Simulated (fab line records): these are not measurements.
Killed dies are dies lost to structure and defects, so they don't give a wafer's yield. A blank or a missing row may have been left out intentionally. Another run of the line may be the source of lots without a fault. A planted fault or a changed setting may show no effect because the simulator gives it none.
Chamber matching -- flow nandHarc -- NHARC_A_STAIRCASE_ETCH_292 on rieDiel-04: 4 sister chambers
The step etches the open film in CF4/CHF3. 7 wafers are shown with their chamber, then 7 later ones without.

## WAFERS, EACH WITH ITS CHAMBER
wafer,chamber,showerheadPlenumPTorr (Torr),rfVppV (V)
L074.1,3,1.51,369.0
L078.5,1,1.56,370.0
L083.2,2,1.56,370.6
L083.4,2,1.56,370.8
L083.5,0,1.61,371.0
L086.1,1,1.56,370.5
L086.2,0,1.60,372.5

## WAFERS WHOSE CHAMBER IS MISSING
wafer,showerheadPlenumPTorr (Torr),rfVppV (V)
L086.4,1.56,371.9
L089.1,1.50,368.3
L089.4,1.60,372.5
L089.5,1.56,369.8
L090.1,1.56,369.4
L090.3,1.50,369.7
L090.6,1.56,369.9

## CHAMBER TAKEN BY EACH
wafer,from the rows above,in truth
L086.4,can't be placed: 2 or 1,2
L089.1,3,3
L089.4,0,0
L089.5,can't be placed: 1 or 2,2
L090.1,can't be placed: 1 or 2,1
L090.3,3,3
L090.6,can't be placed: 1 or 2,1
Correct placement for 3 of the 7. From these rows, 4 cannot be placed; in 4 the true chamber is one of the candidates. Placed wrongly: 0.
How it was worked out, from the rows above alone: a wafer's distance from a chamber is the root of the sum, over the readings, of the square of ((its reading less the chamber's mean) divided by the reading's scatter). If the next closest chamber is less than 2 further off than the closest, the wafer can't be placed; otherwise it belongs to the closest. The mean given for a chamber averages the wafers shown for that chamber. The scatter is the square root of a quotient: the sum, over the shown wafers, of each reading's squared deviation from its chamber's mean, divided by wafers minus chambers.
